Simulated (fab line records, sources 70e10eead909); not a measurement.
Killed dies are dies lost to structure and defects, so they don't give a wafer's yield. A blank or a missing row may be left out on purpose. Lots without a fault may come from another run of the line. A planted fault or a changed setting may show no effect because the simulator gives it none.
Which tool did it? | flow nand_harc | 11 lots, 33 wafers sampled, at 4 steps of a route of 1302

WHAT THE GAUGES READ, wafer by wafer
NHARC_A_BONDPAD_OVL_MEAS_35.
lot  | measured     | on         | overlay_x_nm (nm)
L230 | day 24 22:58 | overlay-01 | -8 -8 -8
L232 | day 25 08:07 | overlay-01 | 3 3 3
L235 | day 26 14:34 | overlay-01 | 1 1 1
L236 | day 26 18:34 | overlay-02 | 5 5 6
L237 | day 27 11:39 | overlay-02 | -10 -10 -9
L240 | day 27 18:06 | overlay-02 | 2 2 3
L238 | day 27 18:46 | overlay-01 | 0 -1 0
L246 | day 31 00:00 | overlay-01 | 29 29 30 30 30 29
L247 | day 31 07:15 | overlay-02 | 48 48 48 48 48 48
L250 | day 32 14:20 | overlay-02 | 48 48 48 48 48 48
L251 | day 33 03:00 | overlay-02 | -4 -4 -5

WHICH TOOL RAN EACH LOT (tool, then ch and the chambers of the sampled wafers, then the start)
lot  | NHARC_A_M1_ANNEAL_31             | NHARC_A_BONDPAD_CMP_29        | NHARC_A_BONDPAD_EXPOSE_06
L230 | rtp_anneal-02 ch 0, day 24 20:15 | cmp-04 ch 1,2,3, day 24 22:14 | krf_scanner-01 ch 0, day 24 22:43
L232 | rtp_anneal-01 ch 0, day 25 05:21 | cmp-02 ch 0,1,2, day 25 07:14 | krf_scanner-04 ch 0, day 25 07:53
L235 | rtp_anneal-01 ch 0, day 26 11:26 | cmp-01 ch 0,1,3, day 26 13:42 | krf_scanner-03 ch 0, day 26 14:19
L236 | rtp_anneal-02 ch 0, day 26 15:47 | cmp-01 ch 0,1,3, day 26 17:43 | krf_scanner-01 ch 0, day 26 18:20
L237 | rtp_anneal-01 ch 0, day 27 08:48 | cmp-02 ch 2,3, day 27 10:43   | krf_scanner-04 ch 0, day 27 11:25
L240 | rtp_anneal-01 ch 0, day 27 15:23 | cmp-01 ch 1,2,3, day 27 17:23 | krf_scanner-04 ch 0, day 27 17:52
L238 | rtp_anneal-02 ch 0, day 27 15:51 | cmp-04 ch 0,1, day 27 17:59   | krf_scanner-04 ch 0, day 27 18:32
L246 | rtp_anneal-01 ch 0, day 30 21:14 | cmp-04 ch 0,2, day 30 23:06   | krf_scanner-04 ch 0, day 30 23:46
L247 | rtp_anneal-01 ch 0, day 31 04:36 | cmp-02 ch 0,2,3, day 31 06:28 | krf_scanner-04 ch 0, day 31 07:01
L250 | rtp_anneal-01 ch 0, day 32 11:29 | cmp-01 ch 1,3, day 32 13:26   | krf_scanner-04 ch 0, day 32 14:05
L251 | rtp_anneal-02 ch 0, day 33 00:11 | cmp-01 ch 0,3, day 33 02:07   | krf_scanner-01 ch 0, day 33 02:46
- NHARC_A_M1_ANNEAL_31: time 90 s.
- NHARC_A_BONDPAD_CMP_29: polishes SiCN, target thk 200 nm.
- NHARC_A_BONDPAD_EXPOSE_06: exposes mask A BPAD.

THE ANSWER, worked out from the rows above alone
Rule: what is usual is taken from the lots themselves. Put in order of their means at a reading, lots are off if they are a third of the lots or fewer, leave a main group of 4 or more, and stand apart from it by a gap of 3 or more times the standard deviation of the main group's means; of several such gaps the widest counts. A main group whose means are all the same, to the digits that the tables above print for the reading, isn't used. A lot without any number at a reading at which 4 lots or more have one is off too. The other lots that the step has rows for count as sound.
Off: L246, L247, L250, at NHARC_A_BONDPAD_OVL_MEAS_35 (overlay_x_nm). The main group: mean -1 nm, standard deviation 5.1.
A tool fits if, at a process step before that reading, it ran every lot that is off, and no sound lot after the first of them. The gauges at NHARC_A_BONDPAD_OVL_MEAS_35 are tried like those tools. Can't be told from this: 2 tools fit, rtp_anneal-01 at NHARC_A_M1_ANNEAL_31, krf_scanner-04 at NHARC_A_BONDPAD_EXPOSE_06.

WHAT THE SIMULATOR HAD PUT IN
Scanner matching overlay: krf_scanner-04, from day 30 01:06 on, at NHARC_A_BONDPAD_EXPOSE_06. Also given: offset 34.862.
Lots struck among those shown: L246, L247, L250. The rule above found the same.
